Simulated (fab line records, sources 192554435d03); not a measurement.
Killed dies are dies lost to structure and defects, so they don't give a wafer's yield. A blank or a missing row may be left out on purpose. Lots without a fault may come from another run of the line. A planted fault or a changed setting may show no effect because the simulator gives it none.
Which tool did it? | flow n5_finfet | 10 lots, 28 wafers sampled, at 3 steps of a route of 1938

WHAT THE GAUGES READ, wafer by wafer
N5_BEOL_M4_RC_MEAS_101. Usual: DIBL_N 36.0 mV/V, standard deviation 1.7; DIBL_P 36.0 mV/V, standard deviation 2; IOFF_N 0.156 nA/um, standard deviation 0.028; IOFF_P 0.21 nA/um, standard deviation 0.04; ION_N 673 uA/um, standard deviation 12; ION_P 463 uA/um, standard deviation 8.3; SS_N 71.4 mV/dec, standard deviation 0.6; SS_P 73.3 mV/dec, standard deviation 0.66; VT_N 250 mV, standard deviation 3; VT_P -250 mV, standard deviation 3.8.
lot  | measured     | on        | DIBL_N (mV/V)  | DIBL_P (mV/V)  | IOFF_N (nA/um)    | IOFF_P (nA/um) | ION_N (uA/um) | ION_P (uA/um) | SS_N (mV/dec)  | SS_P (mV/dec)  | VT_N (mV)   | VT_P (mV)      | flag
L769 | day 7 21:32  | prober-01 | 35.2 33.2 33.7 | 35.4 33.1 34.3 | 0.146 0.118 0.132 | 0.20 0.16 0.19 | 668 661 667   | 470 461 458   | 71.2 70.4 71.0 | 73.2 73.0 72.7 | 252 254 252 | -250 -253 -250 |
L771 | day 8 01:18  | prober-02 | 35.8 38.5 35.0 | 35.5 39.1 35.3 | 0.155 0.207 0.146 | 0.16 0.22 0.17 | 674 680 668   | 460 454 454   | 72.5 72.3 70.5 | 73.2 74.7 73.0 | 250 248 248 | -257 -251 -256 |
L772 | day 8 11:33  | prober-02 | 36.9 36.9 34.7 | 36.3 35.9 34.3 | 0.167 0.153 0.123 | 0.18 0.18 0.16 | 677 660 672   | 461 448 457   | 71.3 71.9 70.7 | 73.6 73.7 72.6 | 250 255 254 | -254 -255 -254 |
L774 | day 8 22:27  | prober-01 | 34.8 37.8 35.3 | 33.7 38.1 34.2 | 0.118 0.169 0.136 | 0.18 0.24 0.18 | 652 669 672   | 454 465 463   | 71.3 72.4 71.1 | 73.1 73.7 72.9 | 255 250 250 | -252 -246 -252 |
L775 | day 9 11:20  | prober-02 | 39.3 36.9 38.1 | 39.6 36.2 36.6 | 0.205 0.154 0.160 | 0.27 0.21 0.21 | 676 662 662   | 471 456 455   | 72.0 71.2 71.5 | 75.0 74.1 74.0 | 248 254 254 | -247 -253 -254 |
L776 | day 9 17:29  | prober-01 | 36.7 38.2 37.4 | 35.6 37.2 36.1 | 0.160 0.192 0.167 | 0.20 0.23 0.21 | 682 669 680   | 462 458 463   | 72.3 71.8 71.4 | 72.7 73.3 73.8 | 249 245 247 | -252 -249 -249 |
L780 | day 10 20:08 | prober-01 | 39.2 35.0      | 38.8 33.1      | 0.220 0.144       | 0.28 0.19      | 699 672       | 477 462       | 72.1 71.6      | 74.7 73.4      | 243 252     | -247 -250      |
L784 | day 11 14:01 | prober-02 | 38.0 36.2      | 39.2 36.7      | 0.202 0.174       | 0.22 0.19      | 691 681       | 464 458       | 72.0 71.3      | 74.4 73.9      | 245 248     | -251 -252      |
L788 | day 13 01:37 | prober-02 | 34.4 35.9 34.5 | 34.3 36.0 33.9 | 0.118 0.145 0.125 | 0.18 0.21 0.18 | 667 662 662   | 462 456 463   | 70.8 71.1 71.1 | 72.6 73.1 72.5 | 256 250 252 | -251 -251 -252 |
L792 | day 14 00:35 | prober-02 | 36.8 36.1 36.3 | 37.8 37.0 36.7 | 0.184 0.167 0.166 | 0.23 0.21 0.21 | 694 684 680   | 471 464 459   | 71.0 71.1 71.8 | 73.2 72.9 73.4 | 246 248 247 | -249 -251 -253 |

N5_MIM_TOP_LITHO_INSPECT_12: inspects for defects (macro). Usual: raw_defect_count 2.0, standard deviation 1.4.
lot  | measured     | on                | raw_defect_count | flag
L769 | day 11 18:26 | defect_inspect-01 | 2 4 7            |
L771 | day 11 13:41 | defect_inspect-01 | 0 2 2            |
L772 | day 12 06:37 | defect_inspect-01 | 3 1 3            |
L774 | day 12 22:40 | defect_inspect-01 | 1 2 2            |
L775 | day 13 05:44 | defect_inspect-01 | 1 3 2            |
L776 | day 13 16:33 | defect_inspect-02 | 4 1 1            |
L780 | day 14 17:34 | defect_inspect-02 | 2                |
L784 | day 15 18:50 | defect_inspect-01 | 3                |
L788 | day 16 22:59 | defect_inspect-02 | 0 2 2            |
L792 | day 18 01:08 | defect_inspect-02 | 1 0 0            |

WHICH TOOL RAN EACH LOT (tool, then ch and the chambers of the sampled wafers, then the start)
lot  | N5_BEOL_M7_VIA_ETCH_34
L769 | rie_diel-04 ch 1,2,3, day 9 01:10
L771 | rie_diel-04 ch 2,3, day 9 00:37
L772 | rie_diel-02 ch 2,3, day 9 09:20
L774 | rie_diel-05 ch 0,1,3, day 9 22:04
L775 | rie_diel-05 ch 1,2,3, day 10 12:16
L776 | rie_diel-05 ch 1,2,3, day 10 18:47
L780 | rie_diel-05 ch 0,2, day 12 00:35
L784 | rie_diel-05 ch 2,3, day 12 20:11
L788 | rie_diel-04 ch 1,2, day 14 06:03
L792 | rie_diel-05 ch 1,2, day 15 08:05
- N5_BEOL_M7_VIA_ETCH_34: etches SiCOH lowk in C4F6/O2, target depth 125.5 nm, time 50.5 s.

WHAT THE TOOLS THEMSELVES READ (means of the sampled wafers that have a number; where no wafer has one, the mark that the record gives instead)
N5_BEOL_M7_VIA_ETCH_34. Usual: drypump_motor_current_A 5.9 A, standard deviation 0.5; oes_f_703_au 0.83 a.u., standard deviation 0.087; oes_product_au 0.83 a.u., standard deviation 0.09; rf_vpp_V 659 V, standard deviation 9.6; showerhead_plenum_p_Torr 2.87 Torr, standard deviation 0.091; throttle_valve_pct 20.82 %, standard deviation 0.22.
lot  | tool        | drypump_motor_current_A (A) | oes_f_703_au (a.u.) | oes_product_au (a.u.) | rf_vpp_V (V) | showerhead_plenum_p_Torr (Torr) | throttle_valve_pct (%) | flag
L769 | rie_diel-04 | 5.5                         | 0.78                | 0.76                  | 660          | 2.97                            | 20.77                  |
L771 | rie_diel-04 | 5.6                         | 0.80                | 0.77                  | 661          | 2.97                            | 20.81                  |
L772 | rie_diel-02 | 6.6                         | 0.78                | 0.79                  | 656          | 2.87                            | 21.14                  |
L774 | rie_diel-05 | 5.8                         | 0.76                | 0.75                  | 658          | 2.80                            | 20.77                  |
L775 | rie_diel-05 | 6.2                         | 0.81                | 0.80                  | 654          | 2.75                            | 20.80                  |
L776 | rie_diel-05 | 6.1                         | 0.81                | 0.79                  | 653          | 2.75                            | 20.80                  |
L780 | rie_diel-05 | 5.9                         | 0.78                | 0.71                  | 654          | 2.85                            | 20.84                  |
L784 | rie_diel-05 | 6.5                         | 0.82                | 0.73                  | 658          | 2.75                            | 20.80                  |
L788 | rie_diel-04 | 5.6                         | 0.96                | 0.94                  | 665          | 2.92                            | 20.58                  |
L792 | rie_diel-05 | 5.9                         | 0.78                | 0.76                  | 645          | 2.75                            | 20.88                  |

THE ANSWER, worked out from the rows above alone
Rule: a lot is off if the mean of its wafers that have a number lies more than 3 standard deviations from the usual mean. A lot without any number at a reading at which 4 lots or more have one is off too. The other lots that the step has rows for count as sound. The gauges are gone through in route order, then the tools' own readings, and for those a lot's mean is taken as printed above. The first step at which some lot is off is used, and at that step the reading that is off furthest; a lot without a number counts as furthest.
No lot is off at any reading shown: from this, nothing can be told.

WHAT THE SIMULATOR HAD PUT IN
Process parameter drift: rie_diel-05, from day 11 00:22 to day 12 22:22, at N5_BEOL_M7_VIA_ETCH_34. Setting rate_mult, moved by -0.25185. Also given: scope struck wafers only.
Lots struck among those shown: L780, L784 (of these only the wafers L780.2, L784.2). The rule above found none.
